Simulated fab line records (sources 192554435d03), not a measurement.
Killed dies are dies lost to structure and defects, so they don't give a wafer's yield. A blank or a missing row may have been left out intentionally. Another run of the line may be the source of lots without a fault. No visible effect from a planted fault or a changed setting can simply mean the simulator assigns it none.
fab line records	flow n5-finfet
record: lots: 9	wafers: 27	last-day: 16
route steps=1938 shown ZERO_LAYER@17 WELL_APT@31 PMOS_HMC_CHANNEL_EPI@70 BEOL_M4@1111 PASSIVATION@1936
lots with no fault: from the same line, run without faults
start-h: hours from the record's opening day to when the first of the lot's shown wafers began	wait-h: hours from the lot's prior step to this one	" the same as in the row above	L1.1+2: a row that stands for several wafers	- no value, or no start given	* or withheld: withheld	< > ~ a bound
route shown NAME@n: NAME is a module with steps in the file, n the number in the route of the first one	usual: the fault-free wafers' mean and standard deviation	same: alike in all rows	chamber/n: place in a boat	sites: each site's reading	_std_site: standard deviation of those values	_edge_site: the outer-site mean with the inner-site mean subtracted	radius-mm: how far each site lies from the wafer's centre	mask NAME#n: copy n	behind: tool/chamber where the wafer was last shaped	hold: cause of the lot's hold/its duration in hours/its outcome	device: transistor that didn't switch, given as n, p or np	end of line: at the end of the route, the tests of the same wafers	a step given without rows: its recipe and nothing more	killed: dies that structure and defects cost at the first sort, which is not the same as the wafer's yield	map: a wafer's dies, marking killed ones x, the rest . and places with no die _
set.NAME: the setting that was run; set.NAME@STEP: the one run at that earlier step	model.NAME: the simulator's own value behind a step, which no gauge read
one table for each step of the route and one row for each wafer, over a sample of lots
services: the hour from which a tool's chamber was out of use, counted from the record's first day as start-h (under 0 if before that day), plus the number of hours and why
== steps ==
step: N5_ZERO_LAYER_STRIP_24
recipe: chemistry: O2	power-w: 1000	temp-c: 250	overash-fraction: 0.3	pressure-mtorr: 1000	o2-flow-sccm: 6750
usual: drypump-motor-current-A: 5.5/0.37	heater-power-w: 305/11	oes-product-au: 0.647/0.0041	strip-time-to-endpoint-s: 43.82/0.11
lot.wafer	tool	chamber	start-h	wait-h	drypump-motor-current-A	heater-power-w	oes-product-au	rf-hours-counter-h	strip-time-to-endpoint-s
L693.3	plasma-asher-02	1	25.27	0.1	5.8	304	0.648	-	43.74
L693.4	"	0	"	"	5.8	320	0.649	-	43.74
L693.6	"	0	"	"	5.8	315	0.649	-	43.72
L696.1	plasma-asher-01	0	42.89	0.1	5.0	284	0.646	29	43.86
L696.3	"	1	"	"	5.3	301	0.652	-	43.83
L696.5	"	0	"	"	5.0	291	0.646	-	43.91
L698.2	plasma-asher-01	0	55.31	0.1	4.9	285	0.648	32	43.79
L698.5	"	1	"	"	5.2	300	0.642	-	43.81
L698.6	"	0	"	"	4.9	284	0.655	-	43.78
L702.2	plasma-asher-01	0	78.89	0.1	4.9	286	0.647	38	43.92
L702.4	"	1	"	"	5.3	301	0.646	-	43.94
L702.5	"	1	"	"	5.2	300	0.656	-	43.85
L704.3	plasma-asher-01	0	90.93	0.1	4.9	291	0.651	-	43.67
L704.4	"	1	"	"	5.3	307	0.639	-	43.76
L704.5	"	1	"	"	5.3	312	0.641	-	43.71
L705.1	plasma-asher-01	0	97.02	0.1	5.0	282	0.651	41	43.96
L705.3	"	0	"	"	4.9	291	0.646	-	43.85
L705.5	"	0	"	"	4.9	298	0.647	-	44.02
L707.2	plasma-asher-02	1	109.02	0.1	5.9	299	0.647	88	43.82
L707.5	"	0	"	"	5.8	319	0.645	-	43.73
L707.6	"	1	"	"	5.9	308	0.644	-	43.74
L710.2	plasma-asher-02	1	126.90	0.1	5.8	305	0.648	89	43.75
L710.4	"	0	"	"	5.8	317	0.652	-	43.83
L710.5	"	1	"	"	5.8	305	0.648	-	43.82
L711.1	plasma-asher-01	1	132.89	0.1	5.3	308	0.648	52	43.81
L711.2	"	0	"	"	5.0	286	0.647	52	43.93
L711.3	"	1	"	"	5.3	302	0.648	-	43.95
step: N5_WELL_APT_DESCUM_13
recipe: chemistry: O2	time-s: 7.9	source-power-w: 50	bias-power-w: 20	pressure-mtorr: 20	rf-frequency-hz: 2.712e+07	temp-c: 40	o2-flow-sccm: 225
usual: drypump-motor-current-A: 5.8/0.49	oes-product-au: 0.80/0.071	rf-vpp-V: 243.9/1.2	showerhead-plenum-p-Torr: 2.14/0.05	throttle-valve-pct: 20.50/0.26
lot.wafer	tool	chamber	start-h	wait-h	drypump-motor-current-A	oes-product-au	rf-hours-counter-h	rf-vpp-V	showerhead-plenum-p-Torr	throttle-valve-pct
L693.3	rie-diel-02	1	26.02	0.0	6.3	0.73	177	242.1	2.07	20.13
L693.4	"	3	"	"	5.9	0.81	73	242.9	2.12	20.66
L693.6	"	1	"	"	6.3	0.74	-	243.4	2.07	20.12
L696.1	rie-diel-06	2	43.77	0.0	5.5	0.83	66	243.5	2.11	20.18
L696.3	"	3	"	"	5.7	0.89	41	244.6	2.14	20.56
L696.5	"	0	"	"	6.4	0.74	-	242.8	2.10	20.81
L698.2	rie-diel-06	0	56.09	0.1	6.4	0.74	156	241.8	2.10	20.81
L698.5	"	1	"	"	5.7	0.71	-	243.5	2.19	20.55
L698.6	"	2	"	"	5.5	0.83	-	244.9	2.11	20.18
L702.2	rie-diel-02	2	79.77	0.0	5.1	0.74	161	243.4	2.11	20.92
L702.4	"	3	"	"	5.9	0.78	93	243.1	2.12	20.69
L702.5	"	0	"	"	6.5	0.90	-	246.9	2.21	20.31
L704.3	rie-diel-05	3	91.66	0.0	5.5	0.87	59	246.0	2.24	20.34
L704.4	"	1	"	"	6.2	0.89	50	244.2	2.13	20.56
L704.5	"	0	"	"	5.5	0.83	-	242.6	2.12	20.66
L705.1	rie-diel-02	1	97.79	0.0	6.3	0.72	201	243.9	2.06	20.15
L705.3	"	2	"	"	5.1	0.74	167	242.4	2.10	20.93
L705.5	"	2	"	"	5.1	0.74	-	241.3	2.10	20.94
L707.2	rie-diel-02	2	109.88	0.1	5.1	0.73	171	244.4	2.10	20.94
L707.5	"	0	"	"	6.5	0.89	-	245.3	2.21	20.31
L707.6	"	3	"	"	5.9	0.77	-	244.0	2.11	20.73
L710.2	rie-diel-06	0	127.77	0.0	6.4	0.72	181	243.6	2.09	20.84
L710.4	"	2	"	"	5.5	0.80	95	243.3	2.10	20.22
L710.5	"	0	"	"	6.4	0.72	-	243.3	2.09	20.85
L711.1	rie-diel-05	1	133.85	0.1	6.2	0.86	65	243.6	2.13	20.57
L711.2	"	3	"	"	5.5	0.84	73	246.1	2.23	20.36
L711.3	"	0	"	"	5.5	0.80	101	244.0	2.12	20.69
step: N5_WELL_APT_IMPLANT_32
recipe: species: BF2	energy-kev: 50	dose-cm2: 2e+13	tilt-deg: 0	rotation-deg: 0
lot.wafer	tool	chamber	start-h	wait-h
L693.3+4+6	implanter-02	0	27.61	0.1
L696.1+3+5	implanter-02	0	45.42	0.1
L698.2+5+6	implanter-01	0	57.80	0.1
L702.2+4+5	implanter-02	0	81.36	0.1
L704.3+4+5	implanter-01	0	93.25	0.1
L704.3+4+5	implanter-01	0	93.59	0.3
L705.1+3+5	implanter-01	0	99.32	0.1
L707.2+5+6	implanter-02	0	111.53	0.1
L707.2+5+6	implanter-02	0	111.88	0.3
L710.2+4+5	implanter-02	0	129.20	0.1
L711.1+2+3	implanter-01	0	135.46	0.1
L711.1+2+3	implanter-01	0	135.81	0.3
step: N5_PMOS_HMC_CHANNEL_EPI_HM_OPEN_15
recipe: chemistry: CHF3/O2	target: SiO2	mask-material: CAR-ArF-block	target-depth-a: 406	CHF3_flow_sccm: 50	O2_flow_sccm: 5	Ar_flow_sccm: 200	time-s: 20.3	pressure-mtorr: 30	source-w: 650	bias-w: 170	ion-energy-ev: 200
usual: bias-w: 170.0/0.54	drypump-motor-current-A: 5.7/0.4	oes-product-au: 0.75/0.054	rf-vpp-V: 521/8.4	showerhead-plenum-p-Torr: 2.42/0.071	throttle-valve-pct: 19.00/0.24
lot.wafer	tool	chamber	start-h	wait-h	bias-w	drypump-motor-current-A	oes-product-au	rf-hours-counter-h	rf-vpp-V	showerhead-plenum-p-Torr	throttle-valve-pct
L693.3	rie-diel-04	3	29.40	0.0	171.9	5.9	0.74	183	527	2.40	19.29
L693.4	"	2	"	"	170.5	5.7	0.76	128	523	2.50	18.48
L693.6	"	2	"	"	170.4	5.7	0.76	-	520	2.50	18.47
L696.1	rie-diel-03	3	47.28	0.0	169.6	5.2	0.79	132	523	2.53	19.11
L696.3	"	1	"	"	169.5	5.8	0.77	149	524	2.43	19.05
L696.5	"	0	"	"	169.0	5.7	0.77	-	525	2.53	19.08
L698.2	rie-diel-03	0	60.00	0.0	170.2	5.7	0.76	107	524	2.52	19.09
L698.5	"	2	"	"	171.2	5.5	0.77	-	509	2.34	19.17
L698.6	"	3	"	"	169.4	5.2	0.77	-	524	2.53	19.12
L702.2	rie-diel-03	0	83.26	0.0	169.3	5.7	0.75	117	525	2.52	19.11
L702.4	"	2	"	"	168.9	5.5	0.76	-	509	2.34	19.17
L702.5	"	0	"	"	169.8	5.6	0.76	-	524	2.52	19.12
L704.3	rie-diel-01	0	95.82	0.0	170.0	5.3	0.69	228	509	2.45	19.18
L704.4	"	2	"	"	170.1	6.3	0.73	146	510	2.41	18.97
L704.5	"	3	"	"	169.9	5.8	0.74	-	519	2.31	18.78
L705.1	rie-diel-01	1	101.18	0.0	170.3	6.0	0.92	17	531	2.46	18.53
L705.3	"	2	"	"	170.0	6.2	0.74	148	510	2.41	18.98
L705.5	"	2	"	"	170.4	6.2	0.74	-	512	2.41	18.97
L707.2	rie-diel-04	1	114.41	0.0	170.6	6.1	0.69	240	532	2.40	19.17
L707.5	"	2	"	"	169.7	5.8	0.74	-	521	2.49	18.53
L707.6	"	1	"	"	170.7	6.1	0.69	-	531	2.40	19.17
L710.2	rie-diel-01	2	132.08	0.0	170.7	6.3	0.74	150	512	2.41	18.98
L710.4	"	3	"	"	169.5	5.8	0.73	161	521	2.31	18.79
L710.5	"	3	"	"	169.9	5.8	0.74	-	522	2.31	18.80
L711.1	rie-diel-03	3	138.15	0.1	170.0	5.2	0.76	165	525	2.52	19.17
L711.2	"	0	"	"	169.5	5.7	0.73	137	525	2.51	19.15
L711.3	"	1	"	"	170.2	5.8	0.75	168	524	2.42	19.08
step: N5_BEOL_M4_RC_MEAS_101
usual: DIBL_N: 35.9/1.6	DIBL_P: 35.6/2.1	IOFF_N: 0.149/0.029	IOFF_P: 0.20/0.033	ION_N: 671/11	ION_P: 460/7.3	SS_N: 71.4/0.62	SS_P: 73.2/0.65	VT_N: 251/3.1	VT_P: -251/3.4
lot.wafer	tool	chamber	start-h	wait-h	DIBL_N[mV/V]	DIBL_P[mV/V]	IOFF_N[nA/um]	IOFF_P[nA/um]	ION_N[uA/um]	ION_P[uA/um]	SS_N[mV/dec]	SS_P[mV/dec]	VT_N[mV]	VT_P[mV]
L693.3	prober-01	0	180.00	0.3	34.8	36.8	0.153	0.19	687	462	71.7	73.5	252	-255
L693.4	"	0	"	"	35.9	38.6	0.169	0.20	676	455	72.1	73.4	252	-253
L693.6	"	0	"	"	33.8	35.6	0.124	0.17	654	454	71.4	72.9	260	-256
L696.1	prober-02	0	199.72	0.0	35.4	33.4	0.133	0.18	668	459	70.8	72.8	251	-251
L696.3	"	0	"	"	34.4	31.4	0.114	0.15	664	456	71.0	72.5	254	-254
L696.5	"	0	"	"	36.6	34.7	0.152	0.19	677	459	71.3	73.8	250	-251
L698.2	prober-02	0	205.42	0.2	38.3	37.6	0.182	0.26	680	468	72.3	73.0	247	-248
L698.5	"	0	"	"	35.9	34.8	0.149	0.22	675	471	71.2	72.7	250	-245
L698.6	"	0	"	"	35.0	33.7	0.126	0.19	663	461	70.9	72.9	252	-251
L702.2	prober-01	0	236.49	0.2	37.3	35.7	0.166	0.25	657	460	72.1	73.9	250	-248
L702.4	"	0	"	"	34.3	32.8	0.124	0.20	670	469	70.5	72.4	252	-249
L702.5	"	0	"	"	36.1	35.5	0.151	0.24	660	459	71.3	73.4	250	-249
L704.3	prober-01	0	246.91	0.3	34.9	33.9	0.124	0.20	665	465	70.5	72.9	250	-249
L704.4	"	0	"	"	34.3	33.3	0.122	0.19	657	461	70.9	73.0	254	-251
L704.5	"	0	"	"	33.8	32.3	0.111	0.18	659	455	70.6	72.6	255	-251
L705.1	prober-02	0	254.23	0.0	34.7	34.8	0.127	0.18	663	454	71.2	73.1	253	-252
L705.3	"	0	"	"	35.5	36.1	0.143	0.19	675	457	71.6	72.4	252	-251
L705.5	"	0	"	"	37.9	38.3	0.178	0.23	670	457	72.4	74.4	251	-249
L710.2	prober-02	0	281.01	0.2	35.2	34.6	0.132	0.20	664	459	71.1	73.1	252	-249
L710.4	"	0	"	"	34.2	32.9	0.123	0.18	653	455	71.3	72.2	254	-251
L710.5	"	0	"	"	35.3	34.5	0.137	0.19	656	454	71.7	72.8	253	-250
L711.1	prober-01	0	283.36	0.0	35.3	34.9	0.125	0.20	668	465	71.9	73.4	255	-250
L711.2	"	0	"	"	33.1	32.6	0.102	0.17	646	454	70.7	72.2	255	-249
L711.3	"	0	"	"	35.5	35.9	0.134	0.21	659	453	71.3	73.2	253	-248
L707.2	prober-02	0	291.98	0.2	35.3	33.6	0.116	0.16	657	457	71.4	72.9	253	-255
L707.5	"	0	"	"	37.4	36.4	0.140	0.20	669	454	71.0	73.7	252	-251
L707.6	"	0	"	"	35.1	34.0	0.116	0.17	658	458	70.8	73.1	255	-252
step: N5_PASSIVATION_PROBE_49
usual: defect-limited-yield: 90.9/1.5	killed_at_M0_to_M3: 36/9.9	killed_at_M4_up: 13/4.5	killed-at-contacts: 13/6.4	killed-at-front-end: 42/12	killed-at-other: 3.4/3	killed-dies: 107/18	killed-open: 69/13	killed-short: 35/8.2	sort_bin_5_function: 5.3/1.1	sort_bin_6_memory: 3.4/0.69	sort_bin_8_speed: 0.00/0.0071	sort-n-pass: 1073/18	sort-yield-pct: 90.9/1.5
same: gross-dies: 1180	killed-at-back-side: 0	sort_bin_4_leakage[%]: 0
lot.wafer	tool	chamber	start-h	wait-h	defect-limited-yield[%]	killed_at_M0_to_M3	killed_at_M4_up	killed-at-contacts	killed-at-front-end	killed-at-other	killed-dies	killed-open	killed-short	sort_bin_5_function[%]	sort_bin_6_memory[%]	sort_bin_8_speed[%]	sort-n-pass	sort-yield-pct[%]
L693.3	prober-01	-	275.61	0.1	89.8	50	13	6	46	5	120	67	52	6.4	3.4	0	1060	89.8
L693.4	prober-01	-	275.66	0.2	90.4	34	12	15	41	11	113	63	50	5.9	3.3	0	1067	90.4
L693.6	prober-01	-	275.76	0.3	89.2	46	13	12	53	3	127	66	53	4.6	5.1	0	1053	89.2
L696.1	prober-01	-	298.72	0.0	90.8	31	14	11	51	1	108	67	41	4.3	4.5	0	1072	90.8
L696.3	prober-01	-	298.82	0.1	91.1	38	17	7	40	3	105	69	30	4.7	3.5	0	1075	91.1
L696.5	prober-01	-	298.92	0.2	90.7	26	11	15	56	2	110	71	38	4.8	4.3	0	1070	90.7
L698.2	prober-02	-	308.03	0.1	88.1	43	10	19	66	3	141	91	47	7.5	3.6	0	1039	88.1
L698.5	prober-02	-	308.18	0.2	86.6	60	12	17	66	3	158	99	57	8.1	4.8	0	1022	86.6
L698.6	prober-02	-	308.23	0.3	89.0	43	5	12	65	5	130	77	53	6.7	4.2	0	1050	89.0
L702.2	prober-01	-	333.62	0.1	92.1	34	17	9	32	1	93	52	34	4.2	3.1	0	1087	92.1
L702.4	prober-01	-	333.72	0.2	92.5	43	10	4	29	2	88	58	30	4.2	3.1	0	1092	92.5
L702.5	prober-01	-	333.77	0.2	91.8	27	3	11	53	3	97	57	39	4.4	3.6	0	1083	91.8
L704.3	prober-02	-	344.05	0.1	91.9	35	10	7	37	6	95	52	29	4.9	2.3	0	1085	91.9
L704.4	prober-02	-	344.10	0.2	92.2	24	9	11	43	5	92	66	25	4.4	3.3	0	1088	92.2
L704.5	prober-02	-	344.15	0.2	91.0	33	10	16	39	8	106	70	35	5.3	3.4	0	1074	91.0
L705.1	prober-01	-	352.08	0.0	92.8	29	10	5	41	0	85	51	33	4.2	2.5	0	1095	92.8
L705.3	prober-01	-	352.18	0.1	90.0	52	13	3	44	6	118	70	40	5.1	4.2	0	1062	90.0
L705.5	prober-01	-	352.28	0.2	91.9	34	10	5	43	3	95	52	34	5.0	2.3	0	1085	91.9
L710.2	prober-01	-	376.86	0.8	91.1	31	10	15	46	3	105	73	28	4.8	3.8	0	1075	91.1
L710.4	prober-01	-	376.96	0.9	90.8	31	14	6	53	4	108	66	41	4.9	3.6	0	1072	90.8
L710.5	prober-01	-	377.01	1.0	87.7	40	14	18	72	1	145	102	41	7.8	4.0	0	1035	87.7
L707.2	prober-01	-	383.67	0.1	90.3	43	9	22	35	5	114	73	41	6.0	3.5	0	1066	90.3
L707.5	prober-01	-	383.82	0.2	87.5	52	9	32	52	3	148	97	50	7.4	4.7	0	1032	87.5
L707.6	prober-01	-	383.87	0.3	91.9	21	6	30	33	6	96	65	30	4.7	3.2	0	1084	91.9
L711.1	prober-02	-	386.71	0.0	91.2	35	10	17	24	18	104	60	42	5.5	2.8	0	1076	91.2
L711.2	prober-02	-	386.76	0.1	92.5	27	10	17	23	11	88	55	32	4.5	2.5	0.25	1089	92.3
L711.3	prober-02	-	386.81	0.1	92.0	31	18	3	28	14	94	67	25	4.2	3.3	0	1086	92.0
killed by level:class
L693.3 BEOL_M0_SAQP:geometric-particle:short=17 FIN_SAQP:geometric-particle:short=12 BEOL_M0_SAQP:geometric-particle:open=12 BEOL_M2:geometric-particle:open=9 FIN_SAQP:geometric-particle:open=8 DUMMY_GATE:geometric-particle:open=5 MOL_CONTACT_COAG:geometric-particle:open=5 ILD0:geometric-particle:short=4
L693.4 MOL_CONTACT_COAG:geometric-particle:open=12 BEOL_M0_SAQP:geometric-particle:open=9 BEOL_M0_SAQP:geometric-particle:short=8 FIN_SAQP:geometric-particle:short=7 FIN_SAQP:geometric-particle:open=6 BEOL_M4:geometric-particle:open=6 STI_FIN_REVEAL:geometric-particle:open=5 GATE_CUT:geometric-particle:short=5
L693.6 BEOL_M0_SAQP:geometric-particle:open=14 BEOL_M0_SAQP:geometric-particle:short=12 FIN_SAQP:geometric-particle:short=10 MOL_CONTACT_COAG:geometric-particle:open=10 FIN_SAQP:geometric-particle:open=9 HKMG_FIN:area-etch=8 GATE_CUT:geometric-particle:short=6 BEOL_M4:geometric-particle:short=5
L696.1 FIN_SAQP:geometric-particle:open=13 FIN_SAQP:geometric-particle:short=12 MOL_CONTACT_COAG:geometric-particle:open=10 STI_FIN_REVEAL:geometric-particle:open=7 BEOL_M2:geometric-particle:short=6 BEOL_M1:geometric-particle:open=5 BEOL_M2:geometric-particle:open=5 BEOL_M0_SAQP:geometric-particle:short=4
L696.3 FIN_SAQP:geometric-particle:open=13 BEOL_M0_SAQP:geometric-particle:open=11 BEOL_M4:geometric-particle:open=7 FIN_SAQP:geometric-particle:short=6 BEOL_M1:geometric-particle:open=6 BEOL_M0_SAQP:geometric-particle:short=5 BEOL_M2:geometric-particle:open=5 DUMMY_GATE:geometric-particle:short=4
L696.5 FIN_SAQP:geometric-particle:open=17 MOL_CONTACT_COAG:geometric-particle:open=13 FIN_SAQP:geometric-particle:short=12 STI_FIN_REVEAL:geometric-particle:open=8 BEOL_M2:geometric-particle:open=6 DUMMY_GATE:geometric-particle:open=5 BEOL_M1:geometric-particle:open=4 BEOL_M1:geometric-particle:short=4
L698.2 STI_FIN_REVEAL:geometric-particle:open=18 DUMMY_GATE:geometric-particle:open=13 MOL_CONTACT_COAG:geometric-particle:open=12 FIN_SAQP:geometric-particle:open=11 BEOL_M3:geometric-particle:open=9 MOL_CONTACT_COAG:geometric-particle:short=7 BEOL_M1:geometric-particle:open=7 BEOL_M2:geometric-particle:short=6
L698.5 STI_FIN_REVEAL:geometric-particle:open=18 MOL_CONTACT_COAG:geometric-particle:open=13 BEOL_M2:geometric-particle:open=11 BEOL_M3:geometric-particle:open=11 BEOL_M0_SAQP:geometric-particle:short=11 FIN_SAQP:geometric-particle:open=10 BEOL_M2:geometric-particle:short=9 STI_FIN_REVEAL:geometric-particle:short=8
L698.6 FIN_SAQP:geometric-particle:open=16 BEOL_M0_SAQP:geometric-particle:short=15 BEOL_M0_SAQP:geometric-particle:open=13 FIN_SAQP:geometric-particle:short=11 STI_FIN_REVEAL:geometric-particle:open=11 MOL_CONTACT_COAG:geometric-particle:open=9 BEOL_M2:geometric-particle:open=6 DUMMY_GATE:geometric-particle:open=5
L702.2 BEOL_M0_SAQP:geometric-particle:short=12 BEOL_M1:geometric-particle:open=11 MOL_CONTACT_COAG:geometric-particle:open=8 DUMMY_GATE:geometric-particle:open=6 FIN_SAQP:geometric-particle:open=4 STI_FIN_REVEAL:geometric-particle:open=4 DUMMY_GATE:geometric-particle:short=4 BEOL_M0_SAQP:geometric-particle:open=4
L702.4 BEOL_M1:geometric-particle:open=11 FIN_SAQP:geometric-particle:open=10 FIN_SAQP:geometric-particle:short=9 BEOL_M0_SAQP:geometric-particle:short=9 BEOL_M2:geometric-particle:open=7 BEOL_M0_SAQP:geometric-particle:open=6 BEOL_M3:geometric-particle:open=6 DUMMY_GATE:geometric-particle:open=4
L702.5 FIN_SAQP:geometric-particle:short=12 STI_FIN_REVEAL:geometric-particle:open=11 DUMMY_GATE:geometric-particle:open=9 BEOL_M0_SAQP:geometric-particle:open=9 MOL_CONTACT_COAG:geometric-particle:open=8 BEOL_M0_SAQP:geometric-particle:short=8 BEOL_M1:geometric-particle:open=6 FIN_SAQP:geometric-particle:open=4
L704.3 HKMG_FIN:area-etch=10 FIN_SAQP:geometric-particle:open=7 BEOL_M3:geometric-particle:open=6 BEOL_M2:geometric-particle:open=5 BEOL_M4:geometric-particle:open=5 MOL_CONTACT_COAG:geometric-particle:open=4 BEOL_M0_SAQP:geometric-particle:short=4 BEOL_M1:geometric-particle:open=4
L704.4 FIN_SAQP:geometric-particle:open=11 GATE_CUT:geometric-particle:short=10 MOL_CONTACT_COAG:geometric-particle:open=9 STI_FIN_REVEAL:geometric-particle:open=8 DUMMY_GATE:geometric-particle:open=6 BEOL_M3:geometric-particle:open=6 BEOL_M0_SAQP:geometric-particle:short=5 BEOL_M0:geometric-particle:open=4
L704.5 STI_FIN_REVEAL:geometric-particle:open=13 MOL_CONTACT_COAG:geometric-particle:open=11 FIN_SAQP:geometric-particle:short=7 BEOL_M3:geometric-particle:open=6 MOL_CONTACT_COAG:geometric-particle:short=5 BEOL_M0_SAQP:geometric-particle:open=5 BEOL_M1:geometric-particle:open=5 BEOL_M2:geometric-particle:open=5
L705.1 STI_FIN_REVEAL:geometric-particle:open=8 BEOL_M0_SAQP:geometric-particle:open=8 BEOL_M0_SAQP:geometric-particle:short=8 GATE_CUT:geometric-particle:short=7 STARTING-WAFER:geometric-particle:open=7 BEOL_M2:geometric-particle:open=6 MOL_CONTACT_COAG:geometric-particle:open=4 BEOL_M1:geometric-particle:open=4
L705.3 BEOL_M0_SAQP:geometric-particle:short=17 BEOL_M0_SAQP:geometric-particle:open=13 BEOL_M2:geometric-particle:open=12 FIN_SAQP:geometric-particle:open=9 STI_FIN_REVEAL:geometric-particle:open=8 DUMMY_GATE:geometric-particle:open=6 BEOL_M4:geometric-particle:open=5 FIN_SAQP:geometric-particle:short=4
L705.5 FIN_SAQP:geometric-particle:short=8 BEOL_M0_SAQP:geometric-particle:short=8 STI_FIN_REVEAL:geometric-particle:open=7 BEOL_M2:geometric-particle:open=7 HKMG_FIN:area-etch=7 FIN_SAQP:geometric-particle:open=5 DUMMY_GATE:geometric-particle:open=5 GATE_CUT:geometric-particle:short=4
L710.2 BEOL_M1:geometric-particle:open=15 FIN_SAQP:geometric-particle:open=14 MOL_CONTACT_COAG:geometric-particle:open=11 FIN_SAQP:geometric-particle:short=8 STI_FIN_REVEAL:geometric-particle:open=8 GATE_CUT:geometric-particle:short=6 BEOL_M2:geometric-particle:open=6 BEOL_M4:geometric-particle:open=6
L710.4 FIN_SAQP:geometric-particle:short=13 FIN_SAQP:geometric-particle:open=9 STI_FIN_REVEAL:geometric-particle:open=9 BEOL_M4:geometric-particle:open=9 BEOL_M1:geometric-particle:open=7 GATE_CUT:geometric-particle:short=6 MOL_CONTACT_COAG:geometric-particle:open=6 DUMMY_GATE:geometric-particle:open=5
L710.5 STI_FIN_REVEAL:geometric-particle:open=24 FIN_SAQP:geometric-particle:short=14 FIN_SAQP:geometric-particle:open=13 MOL_CONTACT_COAG:geometric-particle:open=13 BEOL_M3:geometric-particle:open=10 BEOL_M1:geometric-particle:open=9 GATE_CUT:geometric-particle:open=7 BEOL_M4:geometric-particle:open=6
L707.2 MOL_CONTACT_COAG:geometric-particle:open=18 BEOL_M0_SAQP:geometric-particle:short=12 FIN_SAQP:geometric-particle:short=10 BEOL_M0_SAQP:geometric-particle:open=10 FIN_SAQP:geometric-particle:open=9 BEOL_M3:geometric-particle:open=7 BEOL_M1:geometric-particle:open=6 STI_FIN_REVEAL:geometric-particle:open=4
L707.5 MOL_CONTACT_COAG:geometric-particle:open=20 STI_FIN_REVEAL:geometric-particle:open=19 BEOL_M0_SAQP:geometric-particle:short=14 BEOL_M0_SAQP:geometric-particle:open=12 MOL_CONTACT_COAG:geometric-particle:short=11 BEOL_M3:geometric-particle:open=10 FIN_SAQP:geometric-particle:open=9 BEOL_M4:geometric-particle:open=9
L707.6 MOL_CONTACT_COAG:geometric-particle:open=24 FIN_SAQP:geometric-particle:short=10 MOL_CONTACT_COAG:geometric-particle:short=6 BEOL_M1:geometric-particle:open=6 FIN_SAQP:geometric-particle:open=5 STI_FIN_REVEAL:geometric-particle:open=4 BEOL_M0_SAQP:geometric-particle:short=4 DUMMY_GATE:geometric-particle:open=3
L711.1 MOL_CONTACT_COAG:geometric-particle:open=14 BEOL_M0_SAQP:geometric-particle:open=13 BEOL_M0_SAQP:geometric-particle:short=13 PAD_METAL:geometric-particle:short=6 MIM_TOP:geometric-particle:short=5 PAD_METAL:geometric-particle:open=4 FIN_SAQP:geometric-particle:open=3 FIN_SAQP:geometric-particle:short=3
L711.2 MOL_CONTACT_COAG:geometric-particle:open=16 BEOL_M0_SAQP:geometric-particle:open=7 BEOL_M2:geometric-particle:open=7 FIN_SAQP:geometric-particle:short=5 BEOL_M0_SAQP:geometric-particle:short=5 STI_FIN_REVEAL:geometric-particle:open=4 PAD_METAL:geometric-particle:open=4 PAD_METAL:geometric-particle:short=4
L711.3 FIN_SAQP:geometric-particle:open=11 BEOL_M0_SAQP:geometric-particle:open=7 BEOL_M2:geometric-particle:open=7 BEOL_M1:geometric-particle:open=6 BEOL_M0_SAQP:geometric-particle:short=4 BEOL_M4:geometric-particle:open=4 PAD_METAL:geometric-particle:open=4 PAD_METAL:geometric-particle:short=4
== services ==
tool	chamber	start-h	hours	kind
plasma-asher-02	-	1.45	5.3	repair
rie-diel-04	0	1.82	6.5	repair
rie-diel-05	0	8.74	9.8	repair
rie-diel-06	-	9.25	0.5	repair
rie-diel-01	3	13.29	13.9	repair
implanter-01	-	23.51	6.3	repair
rie-diel-01	1	27.20	-	clean
rie-diel-01	1	27.20	-	consumable-replace:focus-ring
rie-diel-03	3	30.37	10.2	repair
rie-diel-02	-	41.23	0.6	repair
plasma-asher-02	-	55.18	1.2	repair
rie-diel-03	1	64.09	32.7	repair
rie-diel-02	0	64.99	3.1	repair
rie-diel-01	2	71.21	11.1	repair
rie-diel-01	-	75.75	4.3	pm
plasma-asher-02	-	76.57	4.5	repair
rie-diel-01	3	89.35	5.1	repair
rie-diel-06	3	91.74	2.4	repair
rie-diel-01	-	103.88	18.9	repair
implanter-01	-	106.69	1.1	repair
rie-diel-04	3	109.90	12.2	repair
plasma-asher-02	-	110.53	14.6	pm
rie-diel-04	3	126.58	27.6	repair
rie-diel-01	-	126.93	0.3	repair
== key ==
first-sign: step: N5_WELL_APT_IMPLANT_32	reading: visit	direction: added
effect none on later readings
met-at N5_WELL_APT_IMPLANT_32
struck-lots L704,L707,L711
loop-trim: step: N5_BEOL_M4_EXPOSE_08	setting: dose	lots: L707
loop-trim: step: N5_BEOL_M4_EXPOSE_25	setting: dose	lots: L707
baseline-loss: step: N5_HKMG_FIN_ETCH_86	wafers: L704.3
not-acting-at N5_ZERO_LAYER_STRIP_24,N5_WELL_APT_DESCUM_13,N5_PMOS_HMC_CHANNEL_EPI_HM_OPEN_15
fault: kind: repeated-step-whole	tool: implanter-01,implanter-02	chamber: -	onset-h: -	steps: N5_WELL_APT_IMPLANT_32	times: 1	scope: struck-lots-only
loop-trim: a control loop set the setting to another value than it would have without faults
baseline-loss: these wafers lose ten dies or more at that step, a loss of the line's own and not of a fault; the sort's usual values leave them out
